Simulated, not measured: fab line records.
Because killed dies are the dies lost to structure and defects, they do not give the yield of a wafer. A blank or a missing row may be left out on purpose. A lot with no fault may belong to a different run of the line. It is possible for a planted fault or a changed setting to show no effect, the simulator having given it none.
Lot-split experiment	flow n5_finfet	21 wafers read from 7 lots, route of 1938 steps

== THE SPLIT ITSELF ==
At N5_BEOL_M11_PECVD_70 (deposits SiO2 from TEOS/O2, target thk 20 nm, time 22.7 s), the setting temp_c was moved away from the recipe's 400 C on 6 of the 21 wafers read, by -4.3% to +3.3%. For the rest of the wafers, this setting stayed at what the recipe calls for.

== FROM THE SPLIT TO THE READING: what the file shows between them, 13 steps ==
- N5_BEOL_M11_COAT_63: time 60 s, resist thk 100 nm (also split here: spin_rpm)
- N5_BEOL_M11_COAT_22: resist thk 90 nm (also split here: spin_rpm)
- N5_BEOL_M11_EBR_24
- N5_BEOL_M11_SOFTBAKE_23: time 60 s
- N5_BEOL_M11_DESCUM_33: chemistry O2, time 7.9 s
- N5_BEOL_M11_ETCH_65: etches SiARC in CF4, target depth 39 nm, time 65 s
- N5_BEOL_M11_ETCH_66: etches SOC in N2/H2, target depth 120 nm, overetch 24 nm, time 180 s
- N5_BEOL_M11_STRIP_69: strips in N2/H2
- N5_BEOL_M11_VIA_ETCH_34: etches SiCOH lowk in C4F6/O2, target depth 184.5 nm, time 69.2 s
- N5_BEOL_M11_STRIP_73: strips in C4F6/O2
- N5_BEOL_M11_STRIP_36: strips in N2/H2
- N5_BEOL_M11_ECD_50: material Cu, target thk 318 nm
- N5_BEOL_M11_ANNEAL_51: time 90 s

== THE READING ==
barrier_field_endpoint_s, in s, at N5_BEOL_M11_CMP_52 (polishes, stops on SiCOH lowk, t overpolish 7 s, target thk 140 nm). Fault-free wafers of this fab line usually give 29.1 s, standard deviation 0.75 s.

wafer	tool, chamber at the split	temp_c as run, C	against the recipe	barrier_field_endpoint_s, s	against lot-mates on the recipe
L074.3	pecvd-03, 2	400	recipe	28.3	-
L074.2	pecvd-03, 1	400	recipe	28.8	-
L074.5	pecvd-03, 0	411.5	+2.9%	27.2	-1.4
L086.3	pecvd-01, 2	400	recipe	29.9	-
L086.5	pecvd-01, 1	400	recipe	29.3	-
L086.6	pecvd-01, 0	400	recipe	30.1	-
L081.2	pecvd-02, 2	400	recipe	27.9	-
L081.1	pecvd-02, 0	400	recipe	29.3	-
L081.4	pecvd-02, 0	400	recipe	30.1	-
L090.3	pecvd-03, 1,2	382.9	-4.3%	31.6	+2.7
L090.2	pecvd-03, 0	400	recipe	28.9	-
L090.6	pecvd-03, 1,2	382.9	-4.3%	32.4	+3.5
L089.4	pecvd-01, 0,1	400	recipe	28.7	-
L089.3	pecvd-01, 0,1	400	recipe	29.0	-
L089.6	pecvd-01, 0	413.1	+3.3%	26.9	-2.0
L087.3	pecvd-02, 1,2	400	recipe	28.7	-
L087.4	pecvd-02, 1,2	400	recipe	29.5	-
L087.5	pecvd-02, 0	400	recipe	28.2	-
L093.4	pecvd-01, 0,2	387.2	-3.2%	30.7	+2.0
L093.3	pecvd-01, 2	400	recipe	28.7	-
L093.6	pecvd-01, 0,2	387.2	-3.2%	31.6	+2.9
If several chambers appear in one row, that row covers several wafers at once and the file leaves open which wafer was in which chamber.

THE FIT
A straight line over all 21 wafers: barrier_field_endpoint_s changes by -0.672 s for each +1% of temp_c; r = -0.91; the points scatter about the line by 0.61 s.
The same after taking each lot's own level away (the mean of its wafers on the recipe; 21 wafers): -0.68 s for each +1%; r = -0.93; scatter 0.52 s.
According to that fit, moving temp_c by its largest amount changes the reading by 2.9 s.
The lots' own levels span 28.55 to 29.77 s, that is 1.6 times the standard deviation above.
So the lot-to-lot level changes the slope little: the two slopes agree.
Check: +3.09 s against its lot-mates is what the line predicts for one of the wafers moved furthest among these (-4.3%) when that wafer is left out of the fit. Against them it came out at +2.7 s.

== ADDITIONAL SPLITS CARRIED BY THESE WAFERS ==
Other splits were also applied to these wafers ahead of the reading. Each is held against what the fit with the lots' levels taken away leaves over:
other split on the same wafers	wafers away from the commonest value	r with barrier_field_endpoint_s (lot level and that fit taken away)
N5_BEOL_M8_TRENCH_ETCH_37 time_s	4	-0.29
N5_BEOL_M10_COAT_59 spin_rpm	2	+0.15
N5_BEOL_M10_EXPOSE_08 dose_mj	4	-0.31
N5_BEOL_M11_COAT_63 spin_rpm	6	+0.11
N5_BEOL_M11_COAT_22 spin_rpm	6	+0.12

== THE WHOLE CHAIN: every reading that the file lists as answering this split, in the file's order ==
step	what it does	reading	change (the file's fit)	r (the file's)
N5_BEOL_M11_PECVD_70	deposits SiO2 from TEOS/O2, target thk 20 nm, time 22.7 s	SiO2_of_BEOL_M11_PECVD_70.thk_nm (the simulator's own value, which no gauge read)	-0.565 nm for each +1% of the setting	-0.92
N5_BEOL_M11_CMP_52	polishes, stops on SiCOH lowk, t overpolish 7 s, target thk 140 nm	barrier_field_endpoint_s	-0.666 s for each +1% of the setting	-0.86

== FILE'S OWN FIT ==
barrier_field_endpoint_s changes by -0.666 s for each +1% of temp_c, r = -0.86.
